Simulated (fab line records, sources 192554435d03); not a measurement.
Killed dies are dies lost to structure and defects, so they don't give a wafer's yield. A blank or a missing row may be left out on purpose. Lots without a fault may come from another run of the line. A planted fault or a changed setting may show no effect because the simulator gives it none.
Chamber matching | flow n5_finfet | N5_DUMMY_REMOVAL_STRIP_10 on rie_diel-06: 4 sister chambers
The step strips in N2/H2, time 40 s. 22 wafers are shown with their chamber, then 11 later ones without.

WAFERS WITH THEIR CHAMBER
wafer  | chamber | drypump_motor_current_A (A) | showerhead_plenum_p_Torr (Torr) | throttle_valve_pct (%)
L075.1 | 1       | 5.7                         | 3.38                            | 12.35
L075.3 | 3       | 6.2                         | 3.46                            | 11.95
L075.5 | 0       | 5.2                         | 3.28                            | 11.84
L077.3 | 2       | 6.1                         | 3.34                            | 12.39
L077.4 | 3       | 6.2                         | 3.46                            | 11.97
L077.6 | 0       | 5.2                         | 3.28                            | 11.85
L081.3 | 3       | 6.2                         | 3.45                            | 11.98
L081.5 | 0       | 5.2                         | 3.27                            | 11.87
L081.6 | 3       | 6.2                         | 3.45                            | 11.99
L082.2 | 0       | 5.2                         | 3.27                            | 11.88
L082.4 | 2       | 6.0                         | 3.34                            | 12.37
L082.5 | 0       | 5.2                         | 3.27                            | 11.88
L083.1 | 0       | 5.2                         | 3.27                            | 11.87
L083.4 | 2       | 6.0                         | 3.34                            | 12.41
L083.6 | 3       | 6.2                         | 3.45                            | 11.99
L085.1 | 1       | 5.7                         | 3.37                            | 12.39
L085.2 | 0       | 5.2                         | 3.27                            | 11.89
L085.3 | 2       | 6.1                         | 3.34                            | 12.41
L089.1 | 0       | 5.2                         | 3.26                            | 11.90
L089.5 | 3       | 6.2                         | 3.45                            | 12.00
L089.6 | 2       | 6.1                         | 3.33                            | 12.43
L090.1 | 1       | 5.7                         | 3.37                            | 12.43

SIGNATURES (means of the wafers above)
reading                  | chamber 0 | chamber 1 | chamber 2 | chamber 3 | scatter within a chamber
drypump_motor_current_A  | 5.200     | 5.700     | 6.060     | 6.200     | 0.0258
showerhead_plenum_p_Torr | 3.2712    | 3.3733    | 3.3380    | 3.4533    | 0.00561
throttle_valve_pct       | 11.8725   | 12.3900   | 12.4020   | 11.9800   | 0.0231
Rule: a wafer's distance from a chamber is the root of the sum, over the readings, of the square of ((its reading less the chamber's mean) divided by the reading's scatter). The wafer belongs to the nearest chamber; if the next one is less than 2 further off, it can't be placed. The scatter: the root of (the sum of the squares of (reading less its chamber's mean) over the shown wafers, divided by (wafers less chambers)).

WAFERS WITHOUT THEIR CHAMBER
wafer  | drypump_motor_current_A (A) | showerhead_plenum_p_Torr (Torr) | throttle_valve_pct (%)
L090.3 | 5.2                         | 3.26                            | 11.92
L090.6 | 5.7                         | 3.37                            | 12.40
L092.1 | 5.2                         | 3.26                            | 11.92
L092.2 | 6.2                         | 3.44                            | 12.03
L092.3 | 6.1                         | 3.33                            | 12.45
L093.1 | 6.2                         | 3.44                            | 12.03
L093.3 | 6.1                         | 3.33                            | 12.43
L093.4 | 5.2                         | 3.26                            | 11.93
L097.2 | 5.7                         | 3.36                            | 12.46
L097.3 | 6.2                         | 3.44                            | 12.04
L097.5 | 6.0                         | 3.32                            | 12.47

WHICH CHAMBER EACH WENT THROUGH
wafer  | from the rows above | in truth
L090.3 | 0                   | 0
L090.6 | 1                   | 1
L092.1 | 0                   | 0
L092.2 | 3                   | 3
L092.3 | 2                   | 2
L093.1 | 3                   | 3
L093.3 | 2                   | 2
L093.4 | 0                   | 0
L097.2 | 1                   | 1
L097.3 | 3                   | 3
L097.5 | 2                   | 2
Placed correctly: 11 of 11. Can't be placed from these rows: 0. Placed wrongly: 0.
